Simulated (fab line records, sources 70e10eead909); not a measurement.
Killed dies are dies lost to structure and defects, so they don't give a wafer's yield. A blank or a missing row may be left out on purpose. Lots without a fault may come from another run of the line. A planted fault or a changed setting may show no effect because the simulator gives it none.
Which tool did it? | flow nand_harc | 24 lots, 72 wafers sampled, at 6 steps of a route of 1302

WHAT THE GAUGES READ, wafer by wafer
NHARC_P_M0_CD_MEAS_09: target cd 90 nm.
lot  | measured     | on        | cd_nm (nm)
L074 | day 6 15:36  | cd_sem-02 | 90.0 90.6 89.9
L075 | day 6 16:29  | cd_sem-02 | 90.1 89.9 89.0
L076 | day 6 20:14  | cd_sem-03 | 89.7 89.6 88.7
L077 | day 7 02:28  | cd_sem-01 | 89.8 90.6 89.2
L078 | day 7 16:26  | cd_sem-02 | 89.9 90.1 90.0
L079 | day 8 11:05  | cd_sem-02 | 89.6 89.4 89.3
L080 | day 8 12:01  | cd_sem-01 | 90.4 89.2 89.5
L081 | day 9 05:27  | cd_sem-02 | 90.1 90.3 90.0
L082 | day 9 05:59  | cd_sem-01 | 90.3 90.1 90.5
L083 | day 9 18:11  | cd_sem-02 | 89.5 89.7 89.8
L084 | day 10 09:28 | cd_sem-02 | 88.7 89.8 89.5
L085 | day 10 16:49 | cd_sem-01 | 88.7 89.0 89.4
L086 | day 10 23:32 | cd_sem-02 | 90.7 90.7 90.4
L087 | day 12 00:48 | cd_sem-03 | 89.9 90.8 89.7
L088 | day 12 01:40 | cd_sem-03 | 90.0 90.0 89.9
L089 | day 12 00:08 | cd_sem-03 | 89.5 88.8 90.0
L090 | day 12 21:04 | cd_sem-01 | 90.6 90.7 90.6
L091 | day 13 00:02 | cd_sem-01 | 89.6 90.4 89.4
L092 | day 13 12:43 | cd_sem-03 | 90.0 89.5 89.9
L093 | day 13 23:03 | cd_sem-02 | 90.2 90.1 89.8
L094 | day 14 10:35 | cd_sem-02 | 90.2 90.6 90.9
L095 | day 14 09:58 | cd_sem-03 | 90.4 89.2 89.5
L096 | day 14 22:01 | cd_sem-03 | 91.1 90.1 90.9
L097 | day 15 12:02 | cd_sem-02 | 90.2 90.3 90.0

NHARC_P_M1_OVL_MEAS_10: pitch 260 nm.
lot  | measured     | on         | overlay_x_nm (nm) | overlay_y_nm (nm)
L074 | day 6 19:46  | overlay-02 | 0.4 0.5 0.2       | -0.3 -0.4 -0.4
L075 | day 6 20:43  | overlay-01 | -0.1 -0.6 0.2     | -1.4 -1.5 -1.5
L076 | day 7 00:17  | overlay-01 | -0.7 -0.8 -1.4    | 0.3 -0.2 -0.1
L077 | day 7 06:37  | overlay-02 | -0.9 -0.7 -0.6    | 0.8 0.7 0.9
L078 | day 7 20:51  | overlay-02 | -0.7 -0.6 -0.1    | 0.3 -0.3 -0.4
L079 | day 8 15:17  | overlay-02 | 1.0 0.7 0.3       | -0.2 -0.5 -0.5
L080 | day 8 16:11  | overlay-02 | -0.1 -0.2 -0.3    | -1.2 -0.9 -1.4
L081 | day 9 09:43  | overlay-02 | -0.5 -0.7 -0.4    | 0.7 0.9 1.0
L082 | day 9 10:10  | overlay-01 | 0.0 0.1 -0.2      | 0.2 -0.6 -0.5
L083 | day 9 22:20  | overlay-02 | -0.4 -1.0 0.1     | -0.3 -0.7 -0.4
L084 | day 10 13:39 | overlay-01 | -0.1 -0.2 -0.2    | -1.4 -0.9 -0.4
L085 | day 10 20:58 | overlay-01 | -0.5 -0.7 -0.6    | 0.6 0.0 0.6
L086 | day 11 03:32 | overlay-01 | -0.5 -0.1 -0.7    | 0.3 0.5 1.2
L087 | day 12 04:57 | overlay-01 | 0.4 0.1 0.4       | -0.4 -0.3 -1.2
L088 | day 12 05:53 | overlay-02 | 0.5 -0.1 1.1      | -0.5 -0.9 -1.1
L089 | day 12 04:18 | overlay-01 | -0.1 0.1 -0.5     | -1.0 -1.2 -0.7
L090 | day 13 01:16 | overlay-01 | 0.0 -0.4 -0.2     | 0.6 0.5 0.7
L091 | day 13 04:05 | overlay-01 | 0.1 -0.3 -0.1     | -1.9 -1.8 -1.4
L092 | day 13 16:54 | overlay-01 | 0.6 0.3 0.5       | 1.4 1.5 1.1
L093 | day 14 03:06 | overlay-01 | -1.3 -1.3 -1.5    | 0.9 0.1 0.0
L094 | day 14 14:46 | overlay-01 | 1.1 1.3 1.6       | 0.6 0.2 0.2
L095 | day 14 14:08 | overlay-02 | 2.0 2.5 2.6       | 0.3 -0.1 0.2
L096 | day 15 02:06 | overlay-02 | -0.2 -0.3 -0.8    | -1.6 -1.9 -1.3
L097 | day 15 16:58 | overlay-01 | -0.8 -0.5 -1.2    | -1.7 -1.1 -1.2

WHICH TOOL RAN EACH LOT (tool, then ch and the chambers of the sampled wafers, then the start)
lot  | NHARC_P_ZERO_WELL_DESCUM_26        | NHARC_P_GATE_DESCUM_61             | NHARC_P_GATE_DESCUM_93             | NHARC_P_CONTACT_DEP_00
L074 | rie_diel-13 ch 0,2, day 1 22:31    | rie_diel-08 ch 0,2,3, day 5 22:41  | rie_diel-04 ch 0,1,2, day 6 07:02  | pecvd-04 ch 0,1, day 6 15:36 or earlier
L075 | rie_diel-05 ch 0,1,2, day 2 10:00  | rie_diel-08 ch 0,2,3, day 6 05:17  | rie_diel-08 ch 0,1,2, day 6 07:04  | pecvd-03 ch 0,1, day 6 16:29 or earlier
L076 | rie_diel-05 ch 0,2, day 2 18:46    | rie_diel-06 ch 1,2, day 6 09:59    | rie_diel-04 ch 1,2,3, day 6 11:34  | pecvd-04 ch 0,1, day 6 20:14 or earlier
L077 | rie_diel-07 ch 0,3, day 3 05:00    | rie_diel-08 ch 0,3, day 6 14:58    | rie_diel-04 ch 1,2,3, day 6 16:47  | pecvd-03 ch 1,2, day 7 02:28 or earlier
L078 | rie_diel-07 ch 2,3, day 3 14:58    | rie_diel-06 ch 0,1,2, day 7 05:52  | rie_diel-08 ch 2,3, day 7 07:26    | pecvd-04 ch 0,2, day 7 16:26 or earlier
L079 | rie_diel-13 ch 0,1,3, day 4 10:46  | rie_diel-08 ch 1,3, day 8 00:40    | rie_diel-06 ch 0,1,3, day 8 02:22  | pecvd-03 ch 1,2, day 8 11:05 or earlier
L080 | rie_diel-05 ch 1,2, day 4 10:55    | rie_diel-06 ch 0,1, day 8 00:59    | rie_diel-08 ch 0,2,3, day 8 02:44  | pecvd-04 ch 0,1,2, day 8 12:01 or earlier
L081 | rie_diel-07 ch 0,1, day 4 20:37    | rie_diel-04 ch 2,3, day 8 19:07    | rie_diel-06 ch 2,3, day 8 20:44    | pecvd-01 ch 0,1,2, day 9 05:27 or earlier
L082 | rie_diel-05 ch 2,3, day 5 06:49    | rie_diel-08 ch 1,3, day 8 19:28    | rie_diel-06 ch 0,2, day 8 21:13    | pecvd-04 ch 0,1,2, day 9 05:59 or earlier
L083 | rie_diel-07 ch 0,1,3, day 5 16:45  | rie_diel-04 ch 0,1, day 9 07:46    | rie_diel-04 ch 1,2, day 9 09:28    | pecvd-03 ch 0,1,2, day 9 18:11 or earlier
L084 | rie_diel-13 ch 0,2,3, day 6 03:21  | rie_diel-08 ch 0,3, day 9 23:15    | rie_diel-08 ch 1,3, day 10 00:51   | pecvd-04 ch 0,2, day 10 09:28 or earlier
L085 | rie_diel-07 ch 0,3, day 6 12:51    | rie_diel-04 ch 0,1, day 10 06:08   | rie_diel-04 ch 0,1,2, day 10 07:53 | pecvd-04 ch 0,1, day 10 16:49 or earlier
L086 | rie_diel-05 ch 0,2,3, day 6 23:01  | rie_diel-06 ch 0,2,3, day 10 13:03 | rie_diel-06 ch 0,2, day 10 14:47   | pecvd-04 ch 0,1, day 10 23:32 or earlier
L087 | rie_diel-05 ch 2,3, day 7 09:48    | rie_diel-08 ch 2,3, day 11 13:29   | rie_diel-08 ch 0,1, day 11 15:26   | pecvd-04 ch 1,2, day 12 00:48 or earlier
L088 | rie_diel-07 ch 1,2,3, day 7 18:44  | rie_diel-06 ch 0,1,3, day 11 13:53 | rie_diel-06 ch 1,3, day 11 15:46   | pecvd-04 ch 1,2, day 12 01:40 or earlier
L089 | rie_diel-05 ch 1,2,3, day 8 05:22  | rie_diel-06 ch 0,2,3, day 11 13:07 | rie_diel-04 ch 1,2,3, day 11 14:49 | pecvd-04 ch 0,1, day 12 00:08 or earlier
L090 | rie_diel-13 ch 0,2,3, day 8 14:40  | rie_diel-06 ch 0,1,3, day 12 10:11 | rie_diel-08 ch 0,2,3, day 12 12:16 | pecvd-01 ch 0,1,2, day 12 21:04 or earlier
L091 | rie_diel-07 ch 1,2,3, day 9 00:47  | rie_diel-06 ch 0,2,3, day 12 13:49 | rie_diel-06 ch 2,3, day 12 15:32   | pecvd-04 ch 0,1,2, day 13 00:02 or earlier
L092 | rie_diel-05 ch 0,2,3, day 9 10:47  | rie_diel-04 ch 1,2, day 13 02:19   | rie_diel-06 ch 1,2, day 13 04:04   | pecvd-04 ch 0,1, day 13 12:43 or earlier
L093 | rie_diel-05 ch 0,2,3, day 9 20:43  | rie_diel-06 ch 0,2,3, day 13 12:37 | rie_diel-08 ch 1,2,3, day 13 14:19 | pecvd-03 ch 0,1, day 13 23:03 or earlier
L094 | rie_diel-05 ch 0,1,2, day 10 06:29 | rie_diel-08 ch 0,1,2, day 14 00:16 | rie_diel-08 ch 1,2,3, day 14 01:51 | pecvd-04 ch 0,1,2, day 14 10:35 or earlier
L095 | rie_diel-13 ch 1,2,3, day 10 16:45 | rie_diel-04 ch 1,2, day 13 23:35   | rie_diel-04 ch 0,1,2, day 14 01:18 | pecvd-04 ch 0,1,2, day 14 09:58 or earlier
L096 | rie_diel-07 ch 2,3, day 11 02:47   | rie_diel-08 ch 0,1,2, day 14 11:36 | rie_diel-04 ch 1,2,3, day 14 13:18 | pecvd-03 ch 1,2, day 14 22:01 or earlier
L097 | rie_diel-07 ch 1,2,3, day 11 12:45 | rie_diel-08 ch 0,2,3, day 15 01:56 | rie_diel-04 ch 0,1,3, day 15 03:31 | pecvd-01 ch 0,1, day 15 12:02 or earlier
- NHARC_P_ZERO_WELL_DESCUM_26: chemistry O2, time 3 s.
- NHARC_P_GATE_DESCUM_61: chemistry O2, time 3 s.
- NHARC_P_GATE_DESCUM_93: chemistry O2, time 3 s.
- NHARC_P_CONTACT_DEP_00: deposits SiO2, target thk 500 nm.

WHAT THE TOOLS THEMSELVES READ (means of the sampled wafers that have a number; where no wafer has one, the mark that the record gives instead)
NHARC_P_ZERO_WELL_DESCUM_26.
lot  | tool        | drypump_motor_current_A (A) | oes_product_au (a.u.) | rf_vpp_V (V) | showerhead_plenum_p_Torr (Torr) | throttle_valve_pct (%)
L074 | rie_diel-13 | 6.3                         | 1.004                 | 57.1         | 1.82                            | 11.312
L075 | rie_diel-05 | 5.7                         | 1.008                 | 58.3         | 2.03                            | 11.315
L076 | rie_diel-05 | 5.9                         | 1.003                 | 58.1         | 2.02                            | 11.312
L077 | rie_diel-07 | 6.1                         | 1.005                 | 58.2         | 1.97                            | 11.306
L078 | rie_diel-07 | 6.0                         | 1.000                 | 57.5         | 2.01                            | 11.323
L079 | rie_diel-13 | 6.3                         | 1.000                 | 58.4         | 1.91                            | 11.303
L080 | rie_diel-05 | 5.4                         | 1.001                 | 57.8         | 2.03                            | 11.308
L081 | rie_diel-07 | 5.8                         | 1.003                 | 57.1         | 1.82                            | 11.307
L082 | rie_diel-05 | 5.4                         | 0.994                 | 57.6         | 1.98                            | 11.314
L083 | rie_diel-07 | 6.0                         | 0.999                 | 57.9         | 1.89                            | 11.311
L084 | rie_diel-13 | 6.3                         | 1.005                 | 57.8         | 1.82                            | 11.293
L085 | rie_diel-07 | 6.1                         | 1.003                 | 56.6         | 1.88                            | 11.313
L086 | rie_diel-05 | 5.7                         | 0.994                 | 58.2         | 1.98                            | 11.317
L087 | rie_diel-05 | 5.4                         | 1.008                 | 58.6         | 1.97                            | 11.306
L088 | rie_diel-07 | 5.9                         | 1.002                 | 58.1         | 1.93                            | 11.302
L089 | rie_diel-05 | 5.4                         | 0.999                 | 58.1         | 1.98                            | 11.307
L090 | rie_diel-13 | 6.3                         | 0.999                 | 57.5         | 1.82                            | 11.307
L091 | rie_diel-07 | 5.9                         | 1.004                 | 56.9         | 1.93                            | 11.318
L092 | rie_diel-05 | 5.7                         | 1.005                 | 57.8         | 1.97                            | 11.311
L093 | rie_diel-05 | 5.7                         | 0.994                 | 57.7         | 1.97                            | 11.305
L094 | rie_diel-05 | 5.7                         | 0.994                 | 58.7         | 2.02                            | 11.307
L095 | rie_diel-13 | 6.3                         | 0.994                 | 57.4         | 1.87                            | 11.310
L096 | rie_diel-07 | 6.0                         | 1.005                 | 57.8         | 1.99                            | 11.310
L097 | rie_diel-07 | 5.9                         | 1.003                 | 58.1         | 1.92                            | 11.320

NHARC_P_GATE_DESCUM_61.
lot  | tool        | drypump_motor_current_A (A) | oes_product_au (a.u.) | rf_vpp_V (V) | showerhead_plenum_p_Torr (Torr) | throttle_valve_pct (%)
L074 | rie_diel-08 | 5.8                         | 0.996                 | 58.2         | 1.93                            | 11.311
L075 | rie_diel-08 | 5.8                         | 1.003                 | 58.2         | 1.93                            | 11.317
L076 | rie_diel-06 | 5.9                         | 0.995                 | 57.3         | 1.96                            | 11.315
L077 | rie_diel-08 | 5.9                         | 1.000                 | 57.6         | 2.00                            | 11.297
L078 | rie_diel-06 | 5.5                         | 0.991                 | 58.4         | 1.93                            | 11.304
L079 | rie_diel-08 | 5.9                         | 0.999                 | 58.3         | 1.90                            | 11.310
L080 | rie_diel-06 | 5.2                         | 1.008                 | 58.2         | 1.90                            | 11.313
L081 | rie_diel-04 | 5.3                         | 0.998                 | 57.8         | 1.99                            | 11.311
L082 | rie_diel-08 | 5.7                         | 0.987                 | 57.9         | 1.88                            | 11.309
L083 | rie_diel-04 | 6.1                         | 0.997                 | 57.2         | 1.87                            | 11.305
L084 | rie_diel-08 | 6.0                         | 0.992                 | 59.1         | 2.00                            | 11.302
L085 | rie_diel-04 | 5.9                         | 0.990                 | 56.9         | 1.84                            | 11.317
L086 | rie_diel-06 | 5.5                         | 0.990                 | 58.7         | 1.94                            | 11.313
L087 | rie_diel-08 | 5.7                         | 1.000                 | 57.8         | 1.86                            | 11.315
L088 | rie_diel-06 | 5.6                         | 1.010                 | 58.2         | 1.94                            | 11.312
L089 | rie_diel-06 | 5.5                         | 1.001                 | 58.3         | 1.94                            | 11.304
L090 | rie_diel-06 | 5.6                         | 0.998                 | 59.0         | 1.94                            | 11.306
L091 | rie_diel-06 | 5.5                         | 1.000                 | 57.8         | 1.94                            | 11.315
L092 | rie_diel-04 | 6.0                         | 0.995                 | 58.1         | 1.92                            | 11.313
L093 | rie_diel-06 | 5.5                         | 1.005                 | 58.3         | 1.94                            | 11.311
L094 | rie_diel-08 | 5.6                         | 0.997                 | 58.0         | 1.90                            | 11.316
L095 | rie_diel-04 | 5.9                         | 0.993                 | 58.1         | 1.94                            | 11.312
L096 | rie_diel-08 | 5.6                         | 1.005                 | 57.2         | 1.90                            | 11.310
L097 | rie_diel-08 | 5.8                         | 1.000                 | 58.1         | 1.93                            | 11.312

NHARC_P_GATE_DESCUM_93.
lot  | tool        | drypump_motor_current_A (A) | oes_product_au (a.u.) | rf_vpp_V (V) | showerhead_plenum_p_Torr (Torr) | throttle_valve_pct (%)
L074 | rie_diel-04 | 5.9                         | 0.994                 | 58.1         | 1.90                            | 11.308
L075 | rie_diel-08 | 5.6                         | 1.011                 | 58.4         | 1.91                            | 11.305
L076 | rie_diel-04 | 5.6                         | 0.987                 | 57.4         | 1.96                            | 11.318
L077 | rie_diel-04 | 5.6                         | 0.995                 | 58.6         | 1.95                            | 11.308
L078 | rie_diel-08 | 5.9                         | 0.999                 | 56.7         | 1.90                            | 11.316
L079 | rie_diel-06 | 5.6                         | 1.004                 | 57.8         | 1.94                            | 11.308
L080 | rie_diel-08 | 5.8                         | 1.000                 | 57.7         | 1.93                            | 11.319
L081 | rie_diel-06 | 5.9                         | 1.007                 | 57.7         | 1.98                            | 11.310
L082 | rie_diel-06 | 5.4                         | 1.005                 | 58.2         | 1.93                            | 11.310
L083 | rie_diel-04 | 5.8                         | 0.996                 | 58.4         | 1.95                            | 11.315
L084 | rie_diel-08 | 5.9                         | 0.995                 | 58.3         | 1.90                            | 11.311
L085 | rie_diel-04 | 5.9                         | 1.004                 | 58.2         | 1.90                            | 11.310
L086 | rie_diel-06 | 5.5                         | 1.004                 | 57.4         | 1.93                            | 11.319
L087 | rie_diel-08 | 5.8                         | 1.000                 | 58.8         | 1.98                            | 11.308
L088 | rie_diel-06 | 6.0                         | 1.010                 | 58.2         | 1.98                            | 11.313
L089 | rie_diel-04 | 5.6                         | 0.993                 | 57.8         | 1.95                            | 11.303
L090 | rie_diel-08 | 5.8                         | 0.991                 | 57.8         | 1.93                            | 11.312
L091 | rie_diel-06 | 5.9                         | 0.994                 | 58.2         | 1.97                            | 11.312
L092 | rie_diel-06 | 6.0                         | 1.009                 | 58.2         | 1.95                            | 11.306
L093 | rie_diel-08 | 5.7                         | 0.994                 | 57.0         | 1.87                            | 11.314
L094 | rie_diel-08 | 5.7                         | 1.002                 | 58.1         | 1.87                            | 11.308
L095 | rie_diel-04 | 5.9                         | 0.996                 | 57.3         | 1.89                            | 11.302
L096 | rie_diel-04 | 5.6                         | 0.992                 | 58.7         | 1.95                            | 11.307
L097 | rie_diel-04 | 5.8                         | 0.996                 | 57.5         | 1.90                            | 11.304

NHARC_P_CONTACT_DEP_00.
lot  | tool     | heater_power_w (W) | rf_fwd_power_W (W) | throttle_valve_pct (%)
L074 | pecvd-04 | 463                | 897.9              | 16.2
L075 | pecvd-03 | 553                | 900.9              | 15.4
L076 | pecvd-04 | 496                | 898.5              | 16.2
L077 | pecvd-03 | 605                | 897.1              | 15.3
L078 | pecvd-04 | 494                | 899.4              | 16.2
L079 | pecvd-03 | 657                | 895.1              | 15.7
L080 | pecvd-04 | 481                | 896.6              | 16.4
L081 | pecvd-01 | 521                | 896.2              | 15.4
L082 | pecvd-04 | 501                | 900.3              | 16.6
L083 | pecvd-03 | 634                | 899.1              | 15.4
L084 | pecvd-04 | 553                | 896.3              | 16.3
L085 | pecvd-04 | 514                | 898.7              | 16.6
L086 | pecvd-04 | 526                | 896.8              | 16.4
L087 | pecvd-04 | 457                | 897.6              | 16.9
L088 | pecvd-04 | 478                | 899.6              | 17.0
L089 | pecvd-04 | 503                | 894.5              | 16.9
L090 | pecvd-01 | 496                | 896.2              | 15.6
L091 | pecvd-04 | 504                | 896.7              | 16.1
L092 | pecvd-04 | 569                | 898.1              | 16.3
L093 | pecvd-03 | 580                | 898.3              | 15.8
L094 | pecvd-04 | 502                | 901.4              | 16.0
L095 | pecvd-04 | 499                | 898.2              | 16.2
L096 | pecvd-03 | 564                | 898.3              | 15.7
L097 | pecvd-01 | 477                | 897.3              | 16.4

THE ANSWER, worked out from the rows above alone
Rule: what is usual is taken from the lots themselves. Put in order of their means at a reading, lots are off if they are a third of the lots or fewer, leave a main group of 4 or more, and stand apart from it by a gap of 3 or more times the standard deviation of the main group's means; of several such gaps the widest counts. A main group whose means are all the same, to the digits that the tables above print for the reading, isn't used. A lot without any number at a reading at which 4 lots or more have one is off too. The other lots that the step has rows for count as sound. The gauges are gone through in route order, then the tools' own readings, and for those a lot's mean is taken as printed above. The first step at which some lot is off is used, and at that step the reading that is off furthest; a lot without a number counts as furthest.
No lot is off at any reading shown: from this, nothing can be told.

WHAT THE SIMULATOR HAD PUT IN
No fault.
